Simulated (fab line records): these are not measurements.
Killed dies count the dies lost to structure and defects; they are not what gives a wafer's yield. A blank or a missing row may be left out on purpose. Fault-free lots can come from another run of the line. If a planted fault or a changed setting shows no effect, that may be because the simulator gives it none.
Which of the tools did it?	flow n5Finfet	10 lots, 29 wafers sampled, at 6 steps of a route of 1938

== WHAT THE GAUGES READ, wafer by wafer ==
N5_BEOL_M2_THK_MEAS_01.
lot	measured	on	M2_ILD_THK (nm)
L190	day 7 11:46	filmMetro-02	77.8 79.4 80.1
L191	day 7 13:29	filmMetro-02	78.6 79.6 79.0
L197	day 9 01:50	filmMetro-01	77.8 78.4 79.3
L200	day 9 20:38	filmMetro-01	78.6 143.4 78.8
L202	day 11 00:28	filmMetro-01	142.6 79.3 145.0
L203	day 11 09:05	filmMetro-02	143.1 78.8
L204	day 11 09:47	filmMetro-02	78.6 78.7 80.0
L206	day 11 15:47	filmMetro-02	79.1 77.8 78.4
L208	day 11 22:57	filmMetro-02	78.8 76.6 77.9
L210	day 12 11:57	filmMetro-01	78.9 77.8 80.0

N5_BEOL_M4_RC_MEAS_101.
lot	measured	on	DIBL_N (mV/V)	DIBL_P (mV/V)	IOFF_N (nA/um)	IOFF_P (nA/um)	ION_N (uA/um)	ION_P (uA/um)	SS_N (mV/dec)	SS_P (mV/dec)	VT_N (mV)	VT_P (mV)
L190	day 9 17:16	prober-01	37.6 35.8 35.0	38.7 35.3 35.0	0.17 0.13 0.12	0.21 0.16 0.16	675 672 666	462 452 455	72.0 71.6 70.9	73.9 72.1 72.7	248 252 252	-250 -256 -255
L191	day 10 10:26	prober-02	38.8 35.0 36.4	38.2 33.1 35.1	0.18 0.12 0.15	0.23 0.16 0.20	684 666 686	466 455 464	71.7 70.6 71.9	73.9 73.1 73.5	252 256 251	-247 -255 -251
L197	day 11 17:00	prober-02	35.4 37.9 36.7	35.7 38.7 37.3	0.15 0.21 0.18	0.18 0.23 0.20	665 697 674	457 468 454	71.2 71.7 71.2	72.8 74.1 73.0	251 246 249	-254 -250 -251
L200	day 12 15:33	prober-01	37.1 35.6	37.6 34.2	0.17 0.13	0.23 0.18	692 670	464 453	72.2 71.1	73.9 72.9	248 251	-250 -253
L202	day 13 12:53	prober-02	38.0	38.2	0.19	0.24	675	463	71.3	73.5	246	-249
L203	day 13 18:34	prober-02	35.3	35.8	0.15	0.20	668	462	71.0	74.1	251	-251
L204	day 13 21:56	prober-02	36.4 34.7 35.0	36.7 33.9 33.9	0.16 0.13 0.14	0.23 0.19 0.20	685 669 676	475 460 463	71.0 70.9 71.5	73.9 72.7 72.5	249 251 251	-249 -249 -248
L206	day 14 11:29	prober-02	34.9 37.0 37.3	35.0 37.8 37.6	0.14 0.18 0.18	0.19 0.24 0.23	666 681 685	465 469 467	71.3 71.4 71.3	72.3 73.3 73.4	251 246 244	-251 -247 -249
L208	day 14 09:46	prober-01	34.4 35.5 38.4	34.3 36.6 40.4	0.15 0.17 0.24	0.21 0.25 0.32	678 699 690	465 479 468	71.0 72.3 72.9	72.0 73.0 74.0	246 247 243	-247 -246 -243
L210	day 15 18:29	prober-02	35.4 34.7 40.7	36.1 35.6 41.8	0.13 0.13 0.24	0.16 0.16 0.26	665 662 697	456 456 463	71.8 71.1 73.0	72.6 73.2 74.2	254 252 245	-253 -256 -247

== WHAT TOOL EACH LOT RAN ON (gives the tool, then ch and the chambers of the sampled wafers, and finally the start) ==
lot	N5_BEOL_M1_ANNEAL_89	N5_BEOL_M1_ANNEAL_95	N5_BEOL_M1_CO_CAP_55	N5_BEOL_M2_ILD_DEP_00
L190	pvdSputter-01, day 7 09:32	pvdSputter-01, day 7 10:11	cvdCo-01 ch 0,1, day 7 11:25	pecvd-02 ch 0,1, day 7 11:42
L191	pvdSputter-01, day 7 11:25	pvdSputter-01, day 7 12:04	cvdCo-02 ch 0,2, day 7 13:08	pecvd-02 ch 0,2, day 7 13:25
L197	pvdSputter-02, day 8 23:50	pvdSputter-02, day 9 00:30	cvdCo-02 ch 0,1,2, day 9 01:32	pecvd-02 ch 0,1,2, day 9 01:47
L200	pvdSputter-02, day 9 18:39	pvdSputter-02, day 9 19:19	cvdCo-01 ch 0,1, day 9 20:19	pecvd-02 ch 0,2, day 9 20:34
L202	pvdSputter-01, day 10 22:29	pvdSputter-01, day 10 23:08	cvdCo-02 ch 0,1,2, day 11 00:09	pecvd-02 ch 0,1, day 11 00:24
L203	pvdSputter-03, day 11 07:07	pvdSputter-03, day 11 07:46	cvdCo-01 ch 0,1, day 11 08:46	pecvd-02 ch 1,2, day 11 09:01
L204	pvdSputter-02, day 11 07:40	pvdSputter-02, day 11 08:19	cvdCo-01 ch 1,2, day 11 09:28	pecvd-04 ch 0,2, day 11 09:43
L206	pvdSputter-02, day 11 13:41	pvdSputter-02, day 11 14:20	cvdCo-02 ch 0,2, day 11 15:27	pecvd-01 ch 0,1, day 11 15:43
L208	pvdSputter-01, day 11 20:39	pvdSputter-01, day 11 21:19	cvdCo-01 ch 0,1, day 11 22:36	pecvd-01 ch 0,1,2, day 11 22:53
L210	pvdSputter-02, day 12 09:59	pvdSputter-02, day 12 10:38	cvdCo-02 ch 1,2, day 12 11:38	pecvd-01 ch 0,1, day 12 11:53
- N5_BEOL_M1_ANNEAL_89: time 240 s.
- N5_BEOL_M1_ANNEAL_95: time 240 s.
- N5_BEOL_M1_CO_CAP_55: material Co, precursor CCTBA/H2, target thk 2 nm, time 102.1 s.
- N5_BEOL_M2_ILD_DEP_00: deposits SiOC from DEMS/O2, target thk 79 nm, time 15.3 s.

== WHAT THE TOOLS THEMSELVES READ (means of the sampled wafers that have a number; where no wafer has one, the mark that the record gives instead) ==
N5_BEOL_M1_ANNEAL_89.
lot	tool	heaterPowerW (W)
L190	pvdSputter-01	830
L191	pvdSputter-01	806
L197	pvdSputter-02	804
L200	pvdSputter-02	927
L202	pvdSputter-01	830
L203	pvdSputter-03	748
L204	pvdSputter-02	869
L206	pvdSputter-02	912
L208	pvdSputter-01	794
L210	pvdSputter-02	874

N5_BEOL_M1_ANNEAL_95.
lot	tool	heaterPowerW (W)
L190	pvdSputter-01	835
L191	pvdSputter-01	796
L197	pvdSputter-02	809
L200	pvdSputter-02	914
L202	pvdSputter-01	817
L203	pvdSputter-03	737
L204	pvdSputter-02	893
L206	pvdSputter-02	931
L208	pvdSputter-01	800
L210	pvdSputter-02	880

N5_BEOL_M1_CO_CAP_55.
lot	tool	heaterPowerW (W)
L190	cvdCo-01	258
L191	cvdCo-02	270
L197	cvdCo-02	256
L200	cvdCo-01	253
L202	cvdCo-02	260
L203	cvdCo-01	260
L204	cvdCo-01	261
L206	cvdCo-02	259
L208	cvdCo-01	260
L210	cvdCo-02	251

N5_BEOL_M2_ILD_DEP_00.
lot	tool	heaterPowerW (W)	showerheadPlenumPTorr (Torr)	throttleValvePct (%)
L190	pecvd-02	551	5.711	12.3
L191	pecvd-02	565	5.679	12.2
L197	pecvd-02	533	5.687	12.3
L200	pecvd-02	545	5.672	12.2
L202	pecvd-02	500	5.716	12.2
L203	pecvd-02	529	5.688	11.9
L204	pecvd-04	452	5.689	11.6
L206	pecvd-01	491	5.681	12.2
L208	pecvd-01	480	5.676	11.7
L210	pecvd-01	466	5.672	11.6

== THE ANSWER, worked out from the rows above alone ==
Rule: the lots themselves supply what counts as usual. Put in order of their means at a reading, lots are off if they are a third of the lots or fewer, leave a main group of 4 or more, and stand apart from it by a gap of 3 or more times the standard deviation of the main group's means; of several such gaps the widest counts. The tables above print the reading to a certain number of digits; a main group whose means all agree to those digits is not used. Also off: a lot with no number at a reading for which 4 or more lots have one. Any other lot the step has rows for is counted as sound. First the gauges in route order, then the tools' own readings, where a lot's mean is used as printed above. The first step at which some lot is off is used, and at that step the reading that is off furthest; a lot without a number counts as furthest.
Off: L200, L202, L203, seen at N5_BEOL_M2_THK_MEAS_01 (M2_ILD_THK). Mean 78.7 nm and standard deviation 0.46 in the main group.
If a tool, at a process step before that reading, ran all the lots that are off and no sound lot after the first of them, it fits. Gauges at N5_BEOL_M2_THK_MEAS_01: tried the same way as those tools. One fits: N5_BEOL_M2_ILD_DEP_00 on pecvd-02. Its last sound lot is L197 (day 9 01:47), its first lot that is off L200 (day 9 20:34): a fault that began between those two fits.

== WHAT THE SIMULATOR HAD PUT IN ==
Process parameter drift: pecvd-02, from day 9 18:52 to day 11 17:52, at N5_BEOL_M2_ILD_DEP_00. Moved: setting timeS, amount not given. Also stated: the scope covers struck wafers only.
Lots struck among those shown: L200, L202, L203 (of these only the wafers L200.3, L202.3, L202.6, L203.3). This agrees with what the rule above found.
